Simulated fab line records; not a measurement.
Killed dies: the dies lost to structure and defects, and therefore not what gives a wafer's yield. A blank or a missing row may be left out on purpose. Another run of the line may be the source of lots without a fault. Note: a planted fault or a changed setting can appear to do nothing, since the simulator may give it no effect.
Comparing a struck lot with a sound one | flow n5_finfet | 17 steps out of a route of 1938
Sound: the wafers L297.2, L297.4, L297.6. Wafers L301.2, L301.3, L301.6 were the ones struck. The cause comes at the end.
Order at every step that has rows: each side's tool, ch and its chambers, its first start. Under that, the readings that differ: sound wafers | struck wafers | difference of the means | sigmas: that difference in standard deviations of wafers without a fault.
alike: words and numbers the same on both sides, and readings whose means are apart by under 2 such deviations; not compared: readings that were withheld, readings missing a value for some wafer, numbers with overlapping values and no deviation given by the record, and bounds like >300 which may hide the same value.
A row with sigmas, a row that says differs or no value, or rows on one side alone: a step with any of these is where the two part. Numbers that have no deviation but don't overlap get no sigmas and don't part them. Lack of a reading on every wafer of one side parts them only where that side has two or more wafers.

first, 5 steps without rows for these wafers: N5_SD_EPI_P_SRD_49 (time 30 s); N5_SD_EPI_P_PRECLEAN_24 (cleans in O3/DIW, time 45 s); N5_SD_EPI_P_PRECLEAN_32 (cleans in dHF, time 10 s); N5_SD_EPI_P_PRECLEAN_33 (cleans in SC2, time 45 s); N5_SD_EPI_P_SRD_25 (time 30 s).
N5_SD_EPI_P_INSPECT_26: inspects for defects (darkfield).
  sound on defect_inspect-01 at day 5 17:49; struck on defect_inspect-01 at day 6 16:40
  alike: raw_defect_count
N5_SD_ACTIVATION_RTA_00: time 0 s.
  sound on rtp_anneal-02 ch 0, day 5 17:52; struck on rtp_anneal-02 ch 0, day 6 16:43
  alike: lamp_power_pct, lamp_zone_2_pct, wafer_temp_C_max
N5_SD_ACTIVATION_LSA_01: time 0.0008 s.
  sound on laser_anneal-01 ch 0, day 5 18:05; struck on laser_anneal-02 ch 0, day 6 16:55
  alike: wafer_temp_C_max
N5_SD_ACTIVATION_RS_MEAS_03: uses a four-point probe to measure.
  sound on film_metro-02 at day 5 18:16; struck on film_metro-02 at day 6 17:08
  alike: RS_SD_N, RS_SD_P
N5_SD_ACTIVATION_INSPECT_02: inspects for defects (darkfield).
  sound on defect_inspect-02 at day 5 18:35; struck on defect_inspect-01 at day 6 17:26
  alike: raw_defect_count
N5_ILD0_LINER_00: material SiNx, target thk 4 nm, pulse time 1 s, purge time 2 s.
  sound on ald_sin-01 ch 0,2, day 5 18:37; struck on ald_sin-01 ch 0,2,3, day 6 17:28
  alike: heater_power_w, precursor_pulse_height_rel
N5_ILD0_FCVD_FILL_01: material SiO2 flowable, target thk 200 nm, time 328.3 s.
  sound on fcvd-02 ch 1, day 5 19:02; struck on fcvd-01 ch 0,1, day 6 18:37
  alike: rf_fwd_power_W
then, 1 step without rows for these wafers: N5_ILD0_CURE_02 (time 1800 s).
N5_ILD0_CMP_03: polishes, stops on SiNx, t overpolish 1.9 s, target thk 197.38 nm.
  sound on cmp-03 ch 1,3, day 5 20:59; struck on cmp-04 ch 0,2,3, day 6 20:39
  reading                | sound    | struck      | difference | sigmas
  time_to_endpoint_s (s) | 64 68 67 | 130 126 132 | +63        | +16
  alike: motor_current_A, overpolish_run_s, slurry_flow_ml_min
  not compared: model.SiO2_flowable_of_ILD0_FCVD_FILL_01.thk_nm
N5_ILD0_THK_MEAS_04:
  sound on film_metro-01 at day 5 21:17; struck on film_metro-02 at day 6 20:52
  alike: thk_nm
-- the record jumps here: 5 days lie between the struck wafers' starts before and after (it left off in module ILD0 and takes up again in module BEOL_M4, whose first step shown is number 1111 of the route) --
N5_BEOL_M4_RC_MEAS_101:
  sound on prober-02 ch 0, day 10 00:01; struck on prober-02 ch 0, day 12 06:49
  reading   | sound          | struck         | difference | sigmas
  VT_P (mV) | -257 -256 -257 | -251 -249 -247 | +8         | +2
  alike: DIBL_N, DIBL_P, IOFF_N, IOFF_P, ION_N, ION_P, SS_N, SS_P, VT_N
-- here the record skips 4 days between the struck wafers' starts before and after, leaving off in module BEOL_M4 and picking up in module PASSIVATION (first step shown: number 1936 of the route) --
N5_PASSIVATION_PROBE_49:
  rows exist in the record for the struck wafers here (prober-01, day 15 23:48), but not for the sound ones

== WHERE THEY PART ==
Earliest at N5_ILD0_CMP_03; latest, in this record, at N5_PASSIVATION_PROBE_49.

WHY: what had been put in by the simulator
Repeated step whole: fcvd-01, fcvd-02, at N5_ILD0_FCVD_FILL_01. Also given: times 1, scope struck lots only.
